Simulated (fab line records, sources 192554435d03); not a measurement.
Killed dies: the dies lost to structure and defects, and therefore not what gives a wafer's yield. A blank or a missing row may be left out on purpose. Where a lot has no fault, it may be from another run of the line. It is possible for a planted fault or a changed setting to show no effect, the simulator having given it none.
fab line records	flow n5Finfet
record lots=6	wafers=18	lastDay=17
route steps=1938 shown BEOL_M4@1052 PASSIVATION@1936
lots with no fault: from the same line, run without faults
startH: hours from the record's first day to the start of the lot's first wafer shown	waitH: hours since the lot's step before	" identical to the entry in the row above	L1.1+2: a single row standing in for several wafers	- no value, or no start was given	* or withheld: withheld	< > ~ a bound
route shown NAME@n: NAME is a module with steps in the file, n the number in the route of the first one	usual: mean/standard deviation of fault-free wafers	same: alike in all rows	chamber/n: place in a boat	sites: each site's reading	_std_site: the values' standard deviation	_edge_site: mean of outer sites minus mean of inner sites	radiusMm: how far each site lies from the wafer's centre	mask NAME#n: copy n	behind: the most recent tool/chamber to have shaped the wafer	hold: why the lot went on hold/how many hours it stayed there/how the hold came to an end	device: transistor that didn't switch, given as n, p or np	end of line: the tests these same wafers got at the end of their route	where a step has no rows: the recipe by itself	killed: not the wafer's yield, but the dies lost to structure and defects at the first sort	map: shows each die of a wafer: x if killed, . if not, _ if none is there
set.NAME: the setting the step ran with; set.NAME@STEP: the setting that earlier step ran with	model.NAME: the simulator's own value behind a step, which no gauge read
lots at selected steps of the route; one table per step, one row per wafer
services: the hour from which a tool's chamber was out of use, counted from the record's first day as startH (under 0 if before that day), plus the number of hours and why
## steps
# step N5_BEOL_M4_SOFTBAKE_23
# recipe tempC=110	timeS=60	resist=CAR-EUV
# step N5_BEOL_M4_EXPOSE_25
# recipe maskId=V3	na=0.33	sourceShape=quasar	sigmaInner=0.2	sigmaOuter=0.8	polarization=unpolarized	defocusNm=5	doseMj=63
# step N5_BEOL_M4_PEB_26
# recipe pebTempC=100	pebTimeS=60	resist=CAR-EUV
# step N5_BEOL_M4_DEVELOP_27
# recipe developTimeS=30	developer=TMAH	resist=CAR-EUV	rinseLiquid=surfactantRinse	dry=airSpin	devTempC=23
# step N5_BEOL_M4_CD_MEAS_28
# recipe targetCdNm=26.2	landingEnergyEv=500	detector=seInlens	targetCdYNm=24.1	polarity=opening
# usual cdNm=26.22/0.26
lot.wafer	tool	chamber	startH	waitH	cdNm
L871.1	cdSem-03	0	160.97	-	26.65
L871.2	"	0	"	"	25.88
L871.6	"	0	"	"	26.08
L873.1	cdSem-01	0	179.02	-	26.11
L873.3	"	0	"	"	26.17
L873.6	"	0	"	"	26.59
L875.1	cdSem-03	0	189.29	-	26.16
L875.5	"	0	"	"	26.40
L875.6	"	0	"	"	26.08
L879.3	cdSem-02	0	201.27	-	26.12
L879.4	"	0	"	"	26.02
L879.6	"	0	"	"	26.11
L877.1	cdSem-01	0	202.55	-	26.17
L877.5	"	0	"	"	26.32
L877.6	"	0	"	"	26.12
L892.3	cdSem-01	0	295.41	-	25.89
L892.5	"	0	"	"	26.43
L892.6	"	0	"	"	26.20
# step N5_BEOL_M4_OVL_MEAS_29
# recipe pointsPerWafer=522
# usual V3_OVL=0.2/0.71
lot.wafer	tool	chamber	startH	waitH	V3_OVL[nm]
L871.1	overlay-02	0	161.00	0.0	-0.2
L871.2	"	0	"	"	0.3
L871.6	"	0	"	"	1.1
L873.1	overlay-02	0	179.05	0.0	0.9
L873.3	"	0	"	"	0.3
L873.6	"	0	"	"	1.3
L875.1	overlay-02	0	189.32	0.0	1.0
L875.5	"	0	"	"	0.5
L875.6	"	0	"	"	0.3
L879.3	overlay-01	0	201.31	0.0	-0.1
L879.4	"	0	"	"	0.1
L879.6	"	0	"	"	-0.2
L877.1	overlay-01	0	202.58	0.0	1.5
L877.5	"	0	"	"	1.8
L877.6	"	0	"	"	2.1
L892.3	overlay-02	0	295.45	0.0	0.0
L892.5	"	0	"	"	-0.1
L892.6	"	0	"	"	-0.5
# step N5_BEOL_M4_INSPECT_30
# recipe mode=adi	inspectInstrument=brightfield
# usual rawDefectCount=395/89
lot.wafer	tool	chamber	startH	waitH	rawDefectCount
L871.1	defectInspect-01	-	161.06	0.1	321
L871.2	"	-	"	"	331
L871.6	"	-	"	"	459
L873.1	defectInspect-02	-	179.11	0.1	338
L873.3	"	-	"	"	382
L873.6	"	-	"	"	367
L875.1	defectInspect-02	-	189.38	0.1	360
L875.5	"	-	"	"	247
L875.6	"	-	"	"	382
L879.3	defectInspect-02	-	201.35	0.0	413
L879.4	"	-	"	"	442
L879.6	"	-	"	"	397
L877.1	defectInspect-02	-	202.64	0.1	311
L877.5	"	-	"	"	272
L877.6	"	-	"	"	303
L892.3	defectInspect-02	-	295.50	0.0	539
L892.5	"	-	"	"	428
L892.6	"	-	"	"	407
# step N5_BEOL_M4_DESCUM_33
# recipe chemistry=O2	timeS=7	sourcePowerW=50	biasPowerW=20	pressureMtorr=20	rfFrequencyHz=2.712e+07	tempC=40	resist=CAR-EUV	o2FlowSccm=225
# usual biasPowerW=20.00/0.058	drypumpMotorCurrentA=5.7/0.43	oesProductAu=0.79/0.068	rfVppV=243.3/1.1	showerheadPlenumPTorr=2.10/0.053	throttleValvePct=20.53/0.2
lot.wafer	tool	chamber	startH	waitH	biasPowerW	drypumpMotorCurrentA	oesProductAu	rfHoursCounterH	rfVppV	showerheadPlenumPTorr	throttleValvePct
L871.1	rieDiel-02	0	161.10	0.0	20.02	5.9	0.89	46	245.2	2.14	20.49
L871.2	"	2	"	"	20.10	6.3	0.91	14	245.1	2.24	20.37
L871.6	"	1	"	"	19.92	6.3	0.71	-	242.5	2.05	20.53
L873.1	rieDiel-02	2	179.15	0.0	20.06	6.3	0.89	22	243.9	2.24	20.37
L873.3	"	1	"	"	20.02	6.3	0.71	226	243.7	2.04	20.53
L873.6	"	1	"	"	19.97	6.3	0.72	-	242.6	2.04	20.54
L875.1	rieDiel-02	1	189.42	0.0	20.02	6.3	0.70	229	241.9	2.04	20.52
L875.5	"	1	"	"	20.01	6.3	0.71	-	242.2	2.04	20.55
L875.6	"	0	"	"	20.06	5.9	0.87	-	243.4	2.14	20.52
L879.3	rieDiel-05	0	201.52	0.2	19.92	5.9	0.79	112	244.3	2.11	20.69
L879.4	"	2	"	"	20.04	5.3	0.86	68	243.7	2.14	20.48
L879.6	"	0	"	"	19.99	5.9	0.79	-	244.2	2.11	20.69
L877.1	rieDiel-01	3	202.79	0.1	19.93	6.1	0.87	62	244.0	2.13	20.23
L877.5	"	2	"	"	19.98	5.2	0.76	-	241.5	2.02	20.87
L877.6	"	3	"	"	19.96	6.1	0.87	-	242.5	2.13	20.24
L892.3	rieDiel-05	3	295.53	0.0	20.03	6.3	0.76	160	242.7	2.07	20.33
L892.5	"	2	"	"	20.06	5.3	0.82	-	244.6	2.12	20.53
L892.6	"	1	"	"	19.98	5.7	0.72	-	242.1	2.09	20.73
# step N5_BEOL_M4_ETCH_77
# recipe chemistry=N2/H2	target=underlayer	targetDepthA=65	maskMaterial=CAR-EUV	timeS=5.2	ionEnergyEv=200	pressureMtorr=30	sourceW=840	biasW=150	n2FlowSccm=200	h2FlowSccm=200	ends=cleared
# usual drypumpMotorCurrentA=5.7/0.43	etchRfOnTimeS=5.17/0.085	n2FlowSccm=200.0/0.55	oesProductAu=0.67/0.056	rfVppV=524.1/2.1	showerheadPlenumPTorr=2.55/0.06	throttleValvePct=17.93/0.19
lot.wafer	tool	chamber	startH	waitH	drypumpMotorCurrentA	etchRfOnTimeS	n2FlowSccm	oesProductAu	rfHoursCounterH	rfVppV	showerheadPlenumPTorr	throttleValvePct
L871.1	rieDiel-02	0	161.13	0.0	5.9	5.21	199.5	0.73	46	523.6	2.58	17.73
L871.2	"	2	"	"	6.3	5.20	199.4	0.77	14	527.9	2.72	17.80
L871.6	"	1	"	"	6.3	5.09	199.9	0.61	-	524.1	2.52	18.08
L873.1	rieDiel-02	2	179.18	0.0	6.3	5.12	200.4	0.77	22	528.9	2.72	17.82
L873.3	"	1	"	"	6.3	5.04	200.0	0.63	226	520.3	2.51	18.15
L873.6	"	1	"	"	6.3	5.00	198.9	0.61	-	520.7	2.51	18.08
L875.1	rieDiel-02	1	189.45	0.0	6.3	5.13	200.4	0.61	229	524.3	2.51	18.13
L875.5	"	1	"	"	6.3	5.12	199.8	0.61	-	523.3	2.51	18.10
L875.6	"	0	"	"	5.9	5.28	199.2	0.71	-	524.7	2.58	17.74
L879.3	rieDiel-05	0	201.56	0.0	5.9	5.19	199.9	0.67	112	523.1	2.56	18.17
L879.4	"	2	"	"	5.3	5.14	201.0	0.71	68	523.6	2.57	17.73
L879.6	"	0	"	"	5.9	5.11	199.5	0.69	-	524.6	2.57	18.17
L877.1	rieDiel-01	3	202.82	0.0	6.1	5.19	199.8	0.73	62	526.5	2.59	17.73
L877.5	"	2	"	"	5.2	5.24	200.2	0.64	-	519.8	2.44	18.21
L877.6	"	3	"	"	6.1	5.18	200.4	0.73	-	525.0	2.59	17.77
L892.3	rieDiel-05	3	295.57	0.0	6.4	5.24	200.2	0.64	160	523.7	2.55	17.94
L892.5	"	2	"	"	5.3	5.20	201.0	0.70	-	524.8	2.56	17.75
L892.6	"	1	"	"	5.7	5.25	200.6	0.61	-	523.3	2.50	17.87
# step N5_BEOL_M4_ETCH_69
# recipe chemistry=CF4	target=SiARC	targetDepthA=156	maskMaterial=CAR-EUV	timeS=26	ionEnergyEv=80	pressureMtorr=40	sourceW=545	biasW=36	Ar_flow_sccm=100	cf4FlowSccm=100	ends=cleared
# usual cf4FlowSccm=100.0/0.32	drypumpMotorCurrentA=5.7/0.43	etchRfOnTimeS=26.0/0.47	oesProductAu=0.67/0.056	rfVppV=184.1/1.1	showerheadPlenumPTorr=2.15/0.048	throttleValvePct=15.70/0.19
lot.wafer	tool	chamber	startH	waitH	cf4FlowSccm	drypumpMotorCurrentA	etchRfOnTimeS	oesProductAu	rfHoursCounterH	rfVppV	showerheadPlenumPTorr	throttleValvePct
L871.1	rieDiel-02	0	161.15	0.0	99.8	5.9	26.4	0.73	46	185.6	2.19	15.60
L871.2	"	2	"	"	99.5	6.3	25.8	0.77	14	185.5	2.28	15.39
L871.6	"	1	"	"	99.9	6.3	25.5	0.62	-	184.2	2.12	15.95
L873.1	rieDiel-02	2	179.20	0.0	100.4	6.3	25.8	0.75	22	186.2	2.27	15.42
L873.3	"	1	"	"	100.8	6.3	25.6	0.61	226	183.5	2.12	15.95
L873.6	"	1	"	"	100.9	6.3	25.4	0.61	-	183.1	2.12	15.95
L875.1	rieDiel-02	1	189.47	0.0	100.1	6.3	25.4	0.61	229	184.6	2.12	15.96
L875.5	"	1	"	"	99.7	6.3	25.8	0.61	-	183.4	2.12	15.95
L875.6	"	0	"	"	100.0	5.9	26.4	0.72	-	183.3	2.18	15.61
L879.3	rieDiel-05	0	201.57	0.0	100.3	5.9	26.2	0.68	112	181.3	2.16	15.82
L879.4	"	2	"	"	99.5	5.3	25.9	0.72	68	183.2	2.17	15.51
L879.6	"	0	"	"	99.7	5.9	25.9	0.68	-	183.2	2.16	15.81
L877.1	rieDiel-01	3	202.84	0.0	100.3	6.1	26.0	0.73	62	184.4	2.18	15.35
L877.5	"	2	"	"	100.4	5.2	26.3	0.64	-	183.4	2.05	15.90
L877.6	"	3	"	"	99.8	6.1	26.1	0.73	-	184.8	2.18	15.35
L892.3	rieDiel-05	3	295.59	0.0	99.9	6.4	26.2	0.64	160	183.5	2.15	15.81
L892.5	"	2	"	"	99.4	5.3	25.9	0.70	-	185.4	2.16	15.57
L892.6	"	1	"	"	99.6	5.7	26.4	0.61	-	184.1	2.13	15.85
# step N5_BEOL_M4_ALD_98
# recipe material=SiO2	targetThkA=25	tempC=100	aldPrecursorFamily=BDEAS	aldCoReactant=O2-plasma	pulseTimeS=1	coReactantPulseTimeS=1	purgeTimeS=2	coReactantPurgeTimeS=2	aldCycles=17	pressureTorr=2
# usual heaterPowerW=77/10	precursorPulseHeightRel=0.999/0.019
lot.wafer	tool	chamber	startH	waitH	heaterPowerW	precursorPulseHeightRel
L871.1	aldSin-03	0	161.23	0.1	84	1.004
L871.2	"	1	"	"	91	1.006
L871.6	"	3	"	"	83	0.966
L873.1	aldSin-01	2	179.28	0.1	79	1.017
L873.3	"	3	"	"	72	1.013
L873.6	"	0	"	"	87	0.994
L875.1	aldSin-01	0	189.55	0.1	84	1.002
L875.5	"	2	"	"	79	1.015
L875.6	"	1	"	"	74	1.022
L879.3	aldSin-01	1	201.67	0.1	73	1.011
L879.4	"	3	"	"	73	1.001
L879.6	"	3	"	"	73	1.018
L877.1	aldSin-04	2	203.38	0.5	52	1.014
L877.5	"	2	"	"	53	1.008
L877.6	"	3	"	"	71	1.011
L892.3	aldSin-03	3	295.73	0.1	83	1.027
L892.5	"	3	"	"	82	0.983
L892.6	"	2	"	"	87	0.995
# step N5_BEOL_M4_ETCHBACK_99
# recipe chemistry=CHF3	target=SiO2	targetDepthA=50	timeS=10.4	sourceW=215	biasW=47	Ar_flow_sccm=200	CHF3_flow_sccm=12	ionEnergyEv=100	pressureMtorr=30
# usual drypumpMotorCurrentA=5.8/0.42	oesProductAu=0.79/0.067	rfVppV=242/3.6	showerheadPlenumPTorr=2.17/0.056	throttleValvePct=17.17/0.15
lot.wafer	tool	chamber	startH	waitH	drypumpMotorCurrentA	oesProductAu	rfHoursCounterH	rfVppV	showerheadPlenumPTorr	throttleValvePct
L871.1	rieDiel-02	2	164.24	3.0	6.3	0.90	15	240	2.30	16.94
L871.2	"	1	"	"	6.3	0.71	219	235	2.13	17.38
L871.6	"	3	"	"	5.4	0.74	-	235	2.14	17.23
L873.1	rieDiel-02	0	180.25	0.9	5.9	0.86	53	245	2.21	17.17
L873.3	"	1	"	"	6.3	0.71	226	238	2.13	17.40
L873.6	"	0	"	"	5.9	0.85	-	242	2.21	17.14
L875.1	rieDiel-02	2	189.67	0.1	6.3	0.88	25	241	2.30	16.96
L875.5	"	0	"	"	5.9	0.85	-	243	2.21	17.14
L875.6	"	1	"	"	6.3	0.71	-	237	2.13	17.40
L879.3	rieDiel-05	3	205.32	3.6	6.3	0.78	130	242	2.16	17.11
L879.4	"	0	"	"	5.9	0.79	113	245	2.16	17.22
L879.6	"	0	"	"	5.9	0.79	-	246	2.16	17.20
L877.1	rieDiel-02	0	205.37	1.9	5.9	0.85	62	243	2.20	17.15
L877.5	"	2	"	"	6.3	0.87	-	240	2.29	16.97
L877.6	"	3	"	"	5.4	0.73	-	234	2.14	17.27
L892.3	rieDiel-01	1	298.27	2.5	5.3	0.93	20	238	2.21	17.08
L892.5	"	2	"	"	5.3	0.73	-	241	2.06	17.51
L892.6	"	1	"	"	5.3	0.94	-	237	2.21	17.05
# step N5_BEOL_M4_ETCH_70
# recipe chemistry=N2/H2	target=SOC	targetDepthA=800	overetchA=240	maskMaterial=SiARC	tempC=40	timeS=130	ionEnergyEv=200	pressureMtorr=30	sourceW=840	biasW=150	n2FlowSccm=200	h2FlowSccm=200
# usual drypumpMotorCurrentA=5.8/0.42	n2FlowSccm=200.0/0.63	oesProductAu=0.58/0.047	rfVppV=524.4/1.8	showerheadPlenumPTorr=2.56/0.067	tempC=39.99/0.097	throttleValvePct=17.89/0.19
lot.wafer	tool	chamber	startH	waitH	drypumpMotorCurrentA	n2FlowSccm	oesProductAu	rfHoursCounterH	rfVppV	showerheadPlenumPTorr	tempC	throttleValvePct
L871.1	rieDiel-02	2	164.28	0.0	6.3	199.7	0.66	15	528.6	2.72	40.20	17.75
L871.2	"	1	"	"	6.3	199.6	0.53	219	523.3	2.51	39.95	18.03
L871.6	"	3	"	"	5.4	200.9	0.53	-	524.4	2.54	40.02	18.15
L873.1	rieDiel-02	0	180.28	0.0	5.9	199.6	0.63	53	523.9	2.58	40.01	17.72
L873.3	"	1	"	"	6.3	201.3	0.52	226	523.7	2.51	39.91	18.04
L873.6	"	0	"	"	5.9	200.7	0.62	-	525.5	2.58	40.12	17.71
L875.1	rieDiel-02	2	189.71	0.0	6.4	199.8	0.65	25	527.6	2.72	40.14	17.78
L875.5	"	0	"	"	5.9	200.0	0.63	-	523.8	2.58	36.64	17.72
L875.6	"	1	"	"	6.3	200.4	0.52	-	522.1	2.51	39.97	18.06
L879.3	rieDiel-05	3	205.36	0.0	6.3	199.5	0.57	130	524.7	2.56	39.94	17.85
L879.4	"	0	"	"	5.9	199.4	0.58	113	525.2	2.56	40.00	18.12
L879.6	"	0	"	"	5.9	199.8	0.59	-	523.6	2.56	40.01	18.12
L877.1	rieDiel-02	0	205.41	0.0	5.9	200.3	0.62	62	524.7	2.58	36.30	17.74
L877.5	"	2	"	"	6.3	201.1	0.64	-	527.5	2.72	39.97	17.78
L877.6	"	3	"	"	5.4	200.0	0.53	-	523.2	2.54	39.91	18.17
L892.3	rieDiel-01	1	298.31	0.0	5.3	199.5	0.67	20	525.6	2.58	40.12	17.58
L892.5	"	2	"	"	5.2	199.8	0.54	-	521.5	2.43	39.90	18.20
L892.6	"	1	"	"	5.3	199.8	0.67	-	525.8	2.58	40.05	17.58
# step N5_BEOL_M4_STRIP_71
# recipe chemistry=N2/H2	tempC=40	n2FlowSccm=200	h2FlowSccm=200	rfFrequencyHz=6e+07
# step N5_BEOL_M4_RC_MEAS_101
# usual DIBL_N=36.3/1.7	DIBL_P=36.0/1.9	IOFF_N=0.156/0.028	IOFF_P=0.21/0.036	ION_N=675/11	ION_P=463/7.8	SS_N=71.6/0.59	SS_P=73.2/0.63	VT_N=250/3.1	VT_P=-251/3.4
lot.wafer	tool	chamber	startH	waitH	DIBL_N[mV/V]	DIBL_P[mV/V]	IOFF_N[nA/um]	IOFF_P[nA/um]	ION_N[uA/um]	ION_P[uA/um]	SS_N[mV/dec]	SS_P[mV/dec]	VT_N[mV]	VT_P[mV]
L871.1	prober-02	0	168.65	0.0	34.7	33.6	0.126	0.15	664	454	70.6	72.4	250	-255
L871.2	"	0	"	"	38.1	37.0	0.179	0.19	680	451	71.8	73.7	246	-254
L871.6	"	0	"	"	35.4	33.3	0.130	0.15	671	447	71.3	71.9	252	-257
L873.1	prober-02	0	184.57	0.0	38.7	39.3	0.211	0.25	692	469	72.2	74.3	245	-251
L873.3	"	0	"	"	36.8	35.9	0.156	0.19	680	464	71.3	73.0	252	-253
L873.6	"	0	"	"	35.9	35.2	0.146	0.19	676	460	72.0	73.2	251	-255
L875.1	prober-02	0	193.76	0.0	36.7	36.4	0.168	0.23	689	466	72.1	73.2	247	-246
L875.5	"	0	"	"	35.6	35.1	0.152	0.21	665	458	72.5	72.3	252	-248
L875.6	"	0	"	"	33.8	33.5	0.119	0.19	667	469	70.8	72.7	253	-249
L879.3	prober-02	0	210.09	0.3	36.9	35.4	0.169	0.21	687	470	71.5	72.6	245	-249
L879.4	"	0	"	"	37.0	36.3	0.176	0.22	679	469	71.4	73.5	247	-247
L879.6	"	0	"	"	36.1	34.5	0.153	0.19	677	464	71.3	72.9	250	-248
L877.1	prober-01	0	210.38	0.0	35.3	33.3	0.125	0.17	649	447	72.1	73.0	256	-252
L877.5	"	0	"	"	35.6	35.3	0.138	0.20	669	467	71.2	73.0	250	-248
L877.6	"	0	"	"	35.7	35.2	0.143	0.19	672	464	70.7	73.3	252	-251
L892.3	prober-01	0	303.58	0.3	35.2	35.9	0.148	0.19	658	455	71.5	73.1	250	-252
L892.5	"	0	"	"	34.0	34.7	0.128	0.17	660	454	71.1	72.5	254	-253
L892.6	"	0	"	"	33.8	34.9	0.129	0.17	671	459	71.4	72.5	252	-254
# step N5_PASSIVATION_PROBE_49
# usual defectLimitedYield=91.5/1.5	killed_at_M0_to_M3=30/11	killed_at_M4_up=13/4.9	killedAtContacts=14/6.5	killedAtFrontEnd=40/11	killedAtOther=3.3/2.7	killedDies=100/18	killedOpen=67/14	killedShort=32/7.8	sort_bin_5_function=5.0/0.97	sort_bin_6_memory=3.2/0.75	sortNPass=1080/18	sortYieldPct=91.5/1.5
# same grossDies=1180	killedAtBackSide=0	sort_bin_4_leakage[%]=0	sort_bin_8_speed[%]=0
lot.wafer	tool	chamber	startH	waitH	defectLimitedYield[%]	killed_at_M0_to_M3	killed_at_M4_up	killedAtContacts	killedAtFrontEnd	killedAtOther	killedDies	killedOpen	killedShort	sort_bin_5_function[%]	sort_bin_6_memory[%]	sortNPass	sortYieldPct[%]
L871.1	prober-01	-	284.91	0.0	92.6	12	13	17	43	2	87	58	29	3.9	3.2	1093	92.6
L871.2	prober-01	-	284.96	0.1	94.1	19	14	10	24	3	70	52	17	4.0	1.9	1110	94.1
L871.6	prober-01	-	285.16	0.3	91.4	27	12	11	46	5	101	67	33	5.1	3.1	1079	91.4
L873.1	prober-01	-	300.18	0.0	92.6	21	9	12	44	1	87	53	31	4.7	2.5	1093	92.6
L873.3	prober-01	-	300.28	0.1	90.8	19	12	12	63	3	109	72	34	4.7	3.9	1071	90.8
L873.6	prober-01	-	300.43	0.3	92.7	20	8	11	45	2	86	54	30	4.1	2.8	1094	92.7
L875.1	prober-02	-	306.51	0.0	91.1	24	11	41	25	4	105	73	32	5.0	3.5	1075	91.1
L875.5	prober-02	-	306.71	0.2	89.7	43	5	28	38	8	122	82	39	5.8	4.1	1058	89.7
L875.6	prober-02	-	306.76	0.3	90.9	35	9	20	40	3	107	74	32	6.0	2.8	1073	90.9
L877.1	prober-01	-	316.14	0.0	88.4	45	14	38	38	2	137	87	50	6.1	4.8	1043	88.4
L877.5	prober-01	-	316.34	0.2	89.0	75	9	11	31	4	130	91	39	6.7	3.8	1050	89.0
L877.6	prober-01	-	316.39	0.3	90.8	30	12	14	49	3	108	83	25	5.6	3.3	1072	90.8
L892.3	prober-02	-	403.35	0.1	88.1	65	14	19	39	3	140	99	37	6.3	5.1	1040	88.1
L892.5	prober-02	-	403.45	0.2	89.2	44	17	12	53	2	128	79	48	4.9	5.6	1052	89.2
L892.6	prober-02	-	403.50	0.3	91.4	22	18	10	42	10	102	58	36	4.1	3.9	1078	91.4
# killed by level:class
L871.1 MOL_CONTACT_COAG:geometricParticle:open=13 STI_FIN_REVEAL:geometricParticle:open=12 FIN_SAQP:geometricParticle:short=9 BEOL_M5:geometricParticle:open=7 GATE_CUT:geometricParticle:short=6 FIN_SAQP:geometricParticle:open=5 BEOL_M2:geometricParticle:open=5 MOL_CONTACT_COAG:geometricParticle:short=4
L871.2 MOL_CONTACT_COAG:geometricParticle:open=9 BEOL_M0_SAQP:geometricParticle:open=7 BEOL_M5:geometricParticle:open=7 FIN_SAQP:geometricParticle:open=4 STI_FIN_REVEAL:geometricParticle:open=4 BEOL_M2:geometricParticle:open=4 BEOL_M0_SAQP:geometricParticle:short=4 STARTING-WAFER:geometricParticle:open=4
L871.6 STI_FIN_REVEAL:geometricParticle:open=9 GATE_CUT:geometricParticle:short=9 MOL_CONTACT_COAG:geometricParticle:open=9 BEOL_M0_SAQP:geometricParticle:open=7 GATE_CUT:geometricParticle:open=6 BEOL_M4:geometricParticle:open=6 FIN_SAQP:geometricParticle:open=5 DUMMY_GATE:geometricParticle:open=5
L873.1 STI_FIN_REVEAL:geometricParticle:open=12 MOL_CONTACT_COAG:geometricParticle:open=11 FIN_SAQP:geometricParticle:short=7 BEOL_M0_SAQP:geometricParticle:open=7 BEOL_M0_SAQP:geometricParticle:short=5 DUMMY_GATE:geometricParticle:open=4 GATE_CUT:geometricParticle:short=4 BEOL_M4:geometricParticle:open=4
L873.3 STI_FIN_REVEAL:geometricParticle:open=23 FIN_SAQP:geometricParticle:open=11 MOL_CONTACT_COAG:geometricParticle:open=11 FIN_SAQP:geometricParticle:short=7 BEOL_M0_SAQP:geometricParticle:open=7 GATE_CUT:geometricParticle:short=5 BEOL_M0_SAQP:geometricParticle:short=4 BEOL_M4:geometricParticle:open=4
L873.6 MOL_CONTACT_COAG:geometricParticle:open=9 FIN_SAQP:geometricParticle:short=8 FIN_SAQP:geometricParticle:open=7 STI_FIN_REVEAL:geometricParticle:open=4 SPACER0:geometricParticle:open=4 SPACER0:geometricParticle:short=4 BEOL_M0_SAQP:geometricParticle:open=4 BEOL_M0_SAQP:geometricParticle:short=4
L875.1 MOL_CONTACT_COAG:geometricParticle:open=28 MOL_CONTACT_COAG:geometricParticle:short=13 BEOL_M3:geometricParticle:open=8 DUMMY_GATE:geometricParticle:open=7 BEOL_M2:geometricParticle:open=5 ILD0:geometricParticle:short=4 BEOL_M0_SAQP:geometricParticle:open=4 FIN_SAQP:geometricParticle:open=3
L875.5 MOL_CONTACT_COAG:geometricParticle:open=23 BEOL_M0_SAQP:geometricParticle:open=13 BEOL_M0_SAQP:geometricParticle:short=11 FIN_SAQP:geometricParticle:open=9 FIN_SAQP:geometricParticle:short=6 DUMMY_GATE:geometricParticle:open=5 MOL_CONTACT_COAG:geometricParticle:short=5 BEOL_M2:geometricParticle:open=5
L875.6 MOL_CONTACT_COAG:geometricParticle:open=17 BEOL_M3:geometricParticle:open=11 STI_FIN_REVEAL:geometricParticle:open=7 BEOL_M0_SAQP:geometricParticle:open=7 BEOL_M2:geometricParticle:open=7 FIN_SAQP:geometricParticle:short=6 BEOL_M0_SAQP:geometricParticle:short=6 GATE_CUT:geometricParticle:short=5
L877.1 MOL_CONTACT_COAG:geometricParticle:open=30 FIN_SAQP:geometricParticle:open=12 BEOL_M0_SAQP:geometricParticle:short=12 FIN_SAQP:geometricParticle:short=9 MOL_CONTACT_COAG:geometricParticle:short=8 BEOL_M2:geometricParticle:open=8 BEOL_M0_SAQP:geometricParticle:open=7 GATE_CUT:geometricParticle:short=5
L877.5 BEOL_M1:geometricParticle:open=18 BEOL_M0_SAQP:geometricParticle:open=15 BEOL_M0_SAQP:geometricParticle:short=14 BEOL_M2:geometricParticle:open=10 BEOL_M3:geometricParticle:open=10 STI_FIN_REVEAL:geometricParticle:open=9 MOL_CONTACT_COAG:geometricParticle:open=9 GATE_CUT:geometricParticle:open=6
L877.6 FIN_SAQP:geometricParticle:open=15 MOL_CONTACT_COAG:geometricParticle:open=11 STI_FIN_REVEAL:geometricParticle:open=7 BEOL_M0:geometricParticle:open=7 BEOL_M1:geometricParticle:open=7 FIN_SAQP:geometricParticle:short=6 DUMMY_GATE:geometricParticle:open=6 GATE_CUT:geometricParticle:open=4
L892.3 MOL_CONTACT_COAG:geometricParticle:open=16 BEOL_M3:geometricParticle:open=14 BEOL_M2:geometricParticle:open=13 BEOL_M0_SAQP:geometricParticle:open=12 BEOL_M0_SAQP:geometricParticle:short=9 BEOL_M1:geometricParticle:open=9 FIN_SAQP:geometricParticle:short=7 FIN_SAQP:geometricParticle:open=6
L892.5 FIN_SAQP:geometricParticle:open=13 BEOL_M3:geometricParticle:open=13 FIN_SAQP:geometricParticle:short=12 MOL_CONTACT_COAG:geometricParticle:open=10 BEOL_M0_SAQP:geometricParticle:short=9 BEOL_M1:geometricParticle:open=7 GATE_CUT:geometricParticle:short=6 BEOL_M0_SAQP:geometricParticle:open=6
L892.6 FIN_SAQP:geometricParticle:short=12 BEOL_M5:geometricParticle:open=10 BEOL_M3:geometricParticle:open=8 MOL_CONTACT_COAG:geometricParticle:open=8 HKMG_FIN:areaEtch=7 STI_FIN_REVEAL:geometricParticle:open=5 FIN_SAQP:geometricParticle:open=4 STARTING-WAFER:geometricParticle:short=4
## services
tool	chamber	startH	hours	kind
rieDiel-05	1	146.48	2.7	repair
aldSin-01	1	146.65	5.5	repair
rieDiel-01	0	150.88	2.4	repair
rieDiel-02	3	176.47	6.5	repair
aldSin-04	-	178.15	14.0	pm
rieDiel-05	2	179.93	8.2	repair
aldSin-03	1	184.49	81.6	repair
rieDiel-02	1	215.45	4.4	repair
rieDiel-01	1	220.56	-	clean
rieDiel-01	1	220.56	-	consumableReplace:focusRing
rieDiel-01	1	220.56	19.1	scheduledDown
rieDiel-01	1	220.56	19.1	ventCycle
rieDiel-01	-	223.56	0.1	repair
aldSin-03	3	247.56	2.0	repair
rieDiel-02	1	250.21	-	clean
rieDiel-02	1	250.21	-	consumableReplace:focusRing
rieDiel-02	1	250.21	13.8	scheduledDown
rieDiel-02	1	250.21	13.8	ventCycle
aldSin-04	-	252.91	1.9	repair
aldSin-03	-	268.25	14.0	pm
aldSin-03	0	268.25	14.0	ventCycle
aldSin-03	1	268.25	14.0	ventCycle
aldSin-03	2	268.25	14.0	ventCycle
rieDiel-02	-	274.83	1.4	repair
## key
firstSign step=N5_BEOL_M4_ETCH_70	reading=tempC	direction=down	sigmas=36	usual=*	struck=*
effect none on later readings
metAt N5_BEOL_M4_ETCH_70
struckWafers L875.5,L877.1
onsetBetween 180.28 189.71
fault kind=processParameterDrift	tool=rieDiel-02	chamber=0	onsetH=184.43	steps=N5_BEOL_M4_ETCH_70	channel=tempC	offset=*	shape=step	endH=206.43	actsIn=*	stated=*
